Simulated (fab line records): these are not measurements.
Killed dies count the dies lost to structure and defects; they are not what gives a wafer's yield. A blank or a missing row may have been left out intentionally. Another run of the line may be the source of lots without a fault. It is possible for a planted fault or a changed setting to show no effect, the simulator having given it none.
Split-lot trial    flow n5_finfet    route with 1938 steps; 7 lots, 21 wafers read

THE SPLIT
At N5_BEOL_M0_SAQP_EXPOSE_37 (exposes mask M0 CUT1, target cd 30 nm), the setting dose_mj was moved away from the recipe's 44.75 on 3 of the 21 wafers read, by -2.4% to +6.2%. The other wafers ran this setting at the recipe's value.

FROM THE SPLIT TO THE READING: what the file shows between them, 2 steps
- N5_BEOL_M0_SAQP_PEB_38: peb time 60 s
- N5_BEOL_M0_SAQP_DEVELOP_39: develop time 30 s

THE READING
cd_nm at N5_BEOL_M0_SAQP_CD_MEAS_40, given in nm (cd target 30 nm). A value of 30.06 nm with a standard deviation of 0.24 nm is what fault-free wafers of this fab line usually give.

wafer   tool, chamber at the split  dose_mj as run  against the recipe  cd_nm, nm  against lot-mates on the recipe
L075.1  euv_scanner-01, 0           44.75           recipe              29.49      -
L075.3  euv_scanner-01, 0           44.75           recipe              29.76      -
L075.4  euv_scanner-01, 0           44.75           recipe              30.01      -
L079.1  euv_scanner-02, 0           44.75           recipe              30.10      -
L079.2  euv_scanner-02, 0           44.75           recipe              29.93      -
L079.5  euv_scanner-02, 0           45.79           +2.3%               30.73      +0.71
L082.1  euv_scanner-02, 0           44.75           recipe              29.75      -
L082.3  euv_scanner-02, 0           44.75           recipe              29.83      -
L082.5  euv_scanner-02, 0           44.75           recipe              30.01      -
L083.1  euv_scanner-02, 0           47.53           +6.2%               31.53      +1.51
L083.2  euv_scanner-02, 0           44.75           recipe              29.96      -
L083.4  euv_scanner-02, 0           44.75           recipe              30.08      -
L087.1  euv_scanner-02, 0           44.75           recipe              30.56      -
L087.4  euv_scanner-02, 0           44.75           recipe              30.38      -
L087.6  euv_scanner-02, 0           44.75           recipe              30.12      -
L096.1  euv_scanner-01, 0           44.75           recipe              30.12      -
L096.5  euv_scanner-01, 0           43.68           -2.4%               29.35      -0.61
L096.6  euv_scanner-01, 0           44.75           recipe              29.81      -
L097.1  euv_scanner-02, 0           44.75           recipe              30.39      -
L097.5  euv_scanner-02, 0           44.75           recipe              30.33      -
L097.6  euv_scanner-02, 0           44.75           recipe              30.13      -

FIT RESULTS
A straight line over all 21 wafers: cd_nm changes by +0.252 nm for each +1% of dose_mj; r = +0.84; the points scatter about the line by 0.25 nm.
The same after taking each lot's own level away (the mean of its wafers on the recipe; 21 wafers): +0.251 nm for each +1%; r = +0.94; scatter 0.14 nm.
According to that fit, moving dose_mj by its largest amount changes the reading by 1.6 nm.
The lots' own levels span 29.753 to 30.353 nm, that is 2.5 times the standard deviation above.
The two slopes agree, so the slope changes little with the lot-to-lot level.
Check: for one of the wafers moved furthest among these (+6.2%), held out of the fit, the line's prediction against its lot-mates is +1.76 nm. It came out at +1.51 nm against them.

THE OTHER SPLITS THESE WAFERS WENT THROUGH
Other splits were also applied to these wafers ahead of the reading. Each is held against what the fit with the lots' levels taken away leaves over:
other split on the same wafers                wafers away from the commonest value  r with cd_nm (lot level and that fit taken away)
N5_GATE_CUT_COAT_07 spin_rpm                  8                                     -0.10
N5_MOL_CONTACT_COAG_CONTACT_ETCH_14 source_w  12                                    +0.37
N5_MOL_CONTACT_COAG_ETCH_110 bias_w           7                                     +0.06
N5_MOL_CONTACT_COAG_ALD_27 ald_cycles         5                                     +0.11

THE WHOLE CHAIN: every reading that the file lists as answering this split, in the file's order
step                        what it does            reading                                                              change (the file's fit)                r (the file's)
N5_BEOL_M0_SAQP_CD_MEAS_40  target cd 30 nm         cd_nm                                                                +0.252 nm for each +1% of the setting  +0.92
N5_BEOL_M0_SAQP_DESCUM_45   chemistry O2, time 7 s  BEOL_M0_SAQP.cd_nm (the simulator's own value, which no gauge read)  +0.188 nm for each +1% of the setting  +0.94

FILE'S OWN FIT
cd_nm changes by +0.252 nm for each +1% of dose_mj, r = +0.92.
